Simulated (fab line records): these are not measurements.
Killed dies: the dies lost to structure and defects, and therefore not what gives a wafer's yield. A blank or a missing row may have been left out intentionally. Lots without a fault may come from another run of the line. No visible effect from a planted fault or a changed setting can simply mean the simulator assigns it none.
Chamber matching :: flow n5 finfet :: cmp-02 running N5_ILD0_CMP_12: 4 sister chambers
The step polishes SiNx, stops on poly-Si, t overpolish 6 s, target thk 17.67 nm. 16 wafers are shown with their chamber, then 8 later ones without.

== WAFERS, EACH WITH ITS CHAMBER ==
wafer: L075.2
chamber: 0
motor current A (A): 8.6
time to endpoint s (s): 33
overpolish run s (s): 6.009

wafer: L075.3
chamber: 2
motor current A (A): 6.6
time to endpoint s (s): 31
overpolish run s (s): 5.999

wafer: L075.5
chamber: 3
motor current A (A): 9.9
time to endpoint s (s): 30
overpolish run s (s): 5.986

wafer: L080.3
chamber: 1
motor current A (A): 8.0
time to endpoint s (s): 25
overpolish run s (s): 6.016

wafer: L080.4
chamber: 2
motor current A (A): 6.3
time to endpoint s (s): 28
overpolish run s (s): 6.002

wafer: L080.5
chamber: 0
motor current A (A): 8.4
time to endpoint s (s): 30
overpolish run s (s): 5.990

wafer: L082.1
chamber: 0
motor current A (A): 8.6
time to endpoint s (s): 31
overpolish run s (s): 5.999

wafer: L082.2
chamber: 2
motor current A (A): 6.5
time to endpoint s (s): 28
overpolish run s (s): 6.001

wafer: L082.4
chamber: 1
motor current A (A): 7.6
time to endpoint s (s): 25
overpolish run s (s): 5.993

wafer: L084.4
chamber: 3
motor current A (A): 10.6
time to endpoint s (s): 30
overpolish run s (s): 5.999

wafer: L084.5
chamber: 2
motor current A (A): 6.9
time to endpoint s (s): 29
overpolish run s (s): 5.994

wafer: L084.6
chamber: 1
motor current A (A): 7.8
time to endpoint s (s): 26
overpolish run s (s): 5.986

wafer: L088.1
chamber: 0
motor current A (A): 8.5
time to endpoint s (s): 31
overpolish run s (s): 6.006

wafer: L088.3
chamber: 3
motor current A (A): 10.2
time to endpoint s (s): 31
overpolish run s (s): 6.000

wafer: L088.5
chamber: 2
motor current A (A): 6.4
time to endpoint s (s): 30
overpolish run s (s): 5.998

wafer: L090.1
chamber: 2
motor current A (A): 7.2
time to endpoint s (s): 31
overpolish run s (s): 5.999

SIGNATURES (means of the wafers above)
reading: motor current A
chamber 0: 8.525
chamber 1: 7.800
chamber 2: 6.650
chamber 3: 10.233
scatter within a chamber: 0.278

reading: time to endpoint s
chamber 0: 31.25
chamber 1: 25.33
chamber 2: 29.50
chamber 3: 30.33
scatter within a chamber: 1.14

reading: overpolish run s
chamber 0: 6.00100
chamber 1: 5.99833
chamber 2: 5.99883
chamber 3: 5.99500
scatter within a chamber: 0.0085
Rule: a wafer lies at a distance from a chamber equal to the root of the sum of squares, over the readings, of (its reading less the chamber's mean, divided by the reading's scatter). If the next closest chamber is less than 2 further off than the closest, the wafer can't be placed; otherwise it belongs to the closest. The scatter is the square root of a quotient: the sum, over the shown wafers, of each reading's squared deviation from its chamber's mean, divided by wafers minus chambers.

== WAFERS WITHOUT THEIR CHAMBER ==
wafer: L090.2
motor current A (A): 10.1
time to endpoint s (s): 30
overpolish run s (s): 5.995

wafer: L090.4
motor current A (A): 8.1
time to endpoint s (s): 30
overpolish run s (s): 6.009

wafer: L092.1
motor current A (A): 8.4
time to endpoint s (s): 29
overpolish run s (s): 6.010

wafer: L092.2
motor current A (A): 10.4
time to endpoint s (s): 28
overpolish run s (s): 6.003

wafer: L092.3
motor current A (A): 7.7
time to endpoint s (s): 25
overpolish run s (s): 6.002

wafer: L095.3
motor current A (A): 9.7
time to endpoint s (s): 28
overpolish run s (s): 6.007

wafer: L095.4
motor current A (A): 6.8
time to endpoint s (s): 28
overpolish run s (s): 6.012

wafer: L095.5
motor current A (A): 8.8
time to endpoint s (s): 33
overpolish run s (s): 5.989

== EACH ONE'S CHAMBER ==
wafer: L090.2
from the rows above: 3
in truth: 3

wafer: L090.4
from the rows above: 0
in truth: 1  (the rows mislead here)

wafer: L092.1
from the rows above: can't be placed: 0 or 1
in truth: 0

wafer: L092.2
from the rows above: 3
in truth: 3

wafer: L092.3
from the rows above: 1
in truth: 1

wafer: L095.3
from the rows above: 3
in truth: 3

wafer: L095.4
from the rows above: 2
in truth: 2

wafer: L095.5
from the rows above: 0
in truth: 0
Correct placement for 6 of the 8. Unplaceable from these rows: 1, with the true chamber sitting among the candidates in 1. Placed wrongly: 1.
